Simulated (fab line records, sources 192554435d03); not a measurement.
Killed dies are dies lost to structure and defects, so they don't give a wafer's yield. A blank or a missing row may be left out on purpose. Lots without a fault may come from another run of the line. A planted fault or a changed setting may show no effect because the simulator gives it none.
A struck lot beside a sound one | flow n5_finfet | 43 steps out of a route of 1938
Sound: wafers L472.2, L472.3, L472.6. Struck: wafers L470.1, L470.2, L470.5. The cause comes at the end.
At each step with rows: each side's tool, then ch and its chambers, then its first start. Under that, the readings that differ: sound wafers | struck wafers | difference of the means | sigmas: that difference in standard deviations of wafers without a fault.
alike: readings whose means differ by less than 2 such deviations, and words and numbers that are the same on both sides. not compared: withheld readings, readings that some wafer has no value for, bounds like >300 that may hide the same value, and numbers for which the record gives no deviation and whose values overlap.
The two part at a step that has a row with sigmas, a row that says differs or no value, or rows on one side only. Numbers that don't overlap but have no deviation are shown without sigmas and don't part them. A reading that every wafer of one side lacks parts them only if that side has two wafers or more.

first, 11 steps without rows for these wafers: N5_BEOL_M3_DESCUM_33 (chemistry O2, time 7 s); N5_BEOL_M3_ETCH_77 (etches underlayer in N2/H2, target depth 6.5 nm, time 5.2 s); N5_BEOL_M3_ETCH_69 (etches SiARC in CF4, target depth 15.6 nm, time 26 s); N5_BEOL_M3_ALD_98 (deposits SiO2, target thk 2.5 nm, pulse time 1 s, co reactant pulse time 1 s); N5_BEOL_M3_ETCHBACK_99 (etches SiO2 in CHF3, target depth 5 nm, time 10.4 s); N5_BEOL_M3_ETCH_70 (etches SOC in N2/H2, target depth 80 nm, overetch 16 nm, time 120 s); N5_BEOL_M3_STRIP_71 (strips in N2/H2); N5_BEOL_M3_STRIP_78 (strips in N2/H2); N5_BEOL_M3_VIA_ETCH_34 (etches the open film in C4F6/O2, target depth 69.4 nm, time 65.9 s); N5_BEOL_M3_STRIP_83 (strips in C4F6/O2); N5_BEOL_M3_STRIP_36 (strips in N2/H2).
N5_BEOL_M3_TRENCH_ETCH_37: etches SiOC in C4F6/O2, target depth 55.555 nm, time 29.2 s.
  sound on rie_diel-06 ch 0,2,3, day 13 17:41; struck on rie_diel-01 ch 1,3, day 12 16:38
  no value came back on the struck wafers for any of 8 readings (C4F6_flow_sccm (sccm), O2_flow_sccm (sccm) and others); on the sound wafers C4F6_flow_sccm (sccm) reads 9.992 10.055 10.004
  reading                                    | sound        | struck     | difference | sigmas
  model.TiN_of_BEOL_M3_HM_DEP_02.thk_nm (nm) | 17.6 18 17.8 | 20.2 20 20 | +2.3       |
  not compared: rf_hours_counter_h
then, 2 steps without rows for these wafers: N5_BEOL_M3_ETCH_41 (etches SiCN in CH3F/O2, target depth 29.9 nm, time 52.5 s); N5_BEOL_M3_STRIP_97 (strips in N2/H2, time 10 s).
N5_BEOL_M3_OCD_MEAS_38:
  sound on ocd-02, day 13 17:51; struck on ocd-01, day 12 16:47
  reading              | sound          | struck | difference | sigmas
  trench_depth_nm (nm) | 54.9 53.3 52.5 | 0 0 0  | -54        | -49
then, 25 steps without rows for these wafers: N5_BEOL_M3_HM_STRIP_39 (strips TiN in peroxide tin strip, target depth 25 nm, time 158 s); N5_BEOL_M3_SRD_40 (time 30 s); N5_BEOL_M3_PRECLEAN_42 (cleans in residue remover, time 60 s); N5_BEOL_M3_SRD_43 (time 30 s); N5_BEOL_M3_DEGAS_44 (time 60 s); N5_BEOL_M3_PRE_CLEAN_45 (time 30 s); N5_BEOL_M3_ALD_84 (deposits TaN, pulse time 2 s, purge time 3 s, co reactant purge time 2 s); N5_BEOL_M3_SURFACE_TREAT_85; N5_BEOL_M3_CVD_47 (deposits Co from CCTBA/H2, target thk 3 nm, time 223.8 s); N5_BEOL_M3_SPUTTER_48 (material Cu, target thk 4.5 nm, time 8.29 s); N5_BEOL_M3_ANNEAL_49 (time 240 s); N5_BEOL_M3_SPUTTER_79 (material Cu, target thk 4.5 nm, time 8.29 s); N5_BEOL_M3_ANNEAL_80 (time 240 s); N5_BEOL_M3_SPUTTER_81 (material Cu, target thk 4.5 nm, time 8.29 s); N5_BEOL_M3_ANNEAL_82 (time 240 s); N5_BEOL_M3_SPUTTER_86 (material Cu, target thk 4.5 nm, time 8.29 s); N5_BEOL_M3_ANNEAL_87 (time 240 s); N5_BEOL_M3_SPUTTER_88 (material Cu, target thk 4.5 nm, time 8.29 s); N5_BEOL_M3_ANNEAL_89 (time 240 s); N5_BEOL_M3_SPUTTER_90 (material Cu, target thk 4.5 nm, time 8.29 s); N5_BEOL_M3_ANNEAL_91 (time 240 s); N5_BEOL_M3_SPUTTER_92 (material Cu, target thk 4.5 nm, time 8.29 s); N5_BEOL_M3_ANNEAL_93 (time 240 s); N5_BEOL_M3_SPUTTER_94 (material Cu, target thk 4.5 nm, time 8.29 s); N5_BEOL_M3_ANNEAL_95 (time 240 s).
N5_BEOL_M3_CMP_52: polishes, stops on SiOC, t overpolish 6.8 s, target thk 40 nm.
  sound on cmp-02 ch 2,3, day 14 00:13; struck on cmp-01 ch 0,1,3, day 12 21:31
  reading                                | sound        | struck    | difference | sigmas
  model.Cu_of_BEOL_M3_ECD_50.thk_nm (nm) | 39.4 40.6 42 | 2.4 0 0.6 | -39.7      |
  alike: clearing_platen_down_force_psi, edge_zone_pressure_frac, motor_current_A
N5_BEOL_M4_RC_MEAS_101:
  the record has rows for the sound wafers here (prober-02 ch 0, day 14 14:28) and none for the struck ones
-- the record jumps here: 6 days lie between the struck wafers' starts before and after (it left off in module BEOL_M4 and takes up again in module PASSIVATION, whose first step shown is number 1936 of the route) --
N5_PASSIVATION_PROBE_49:
  the record has rows for the struck wafers here (prober-01, day 18 10:34) and none for the sound ones

WHERE THEY PART
First at N5_BEOL_M3_TRENCH_ETCH_37; last, within this record, at N5_PASSIVATION_PROBE_49.

WHY: what the simulator had put in
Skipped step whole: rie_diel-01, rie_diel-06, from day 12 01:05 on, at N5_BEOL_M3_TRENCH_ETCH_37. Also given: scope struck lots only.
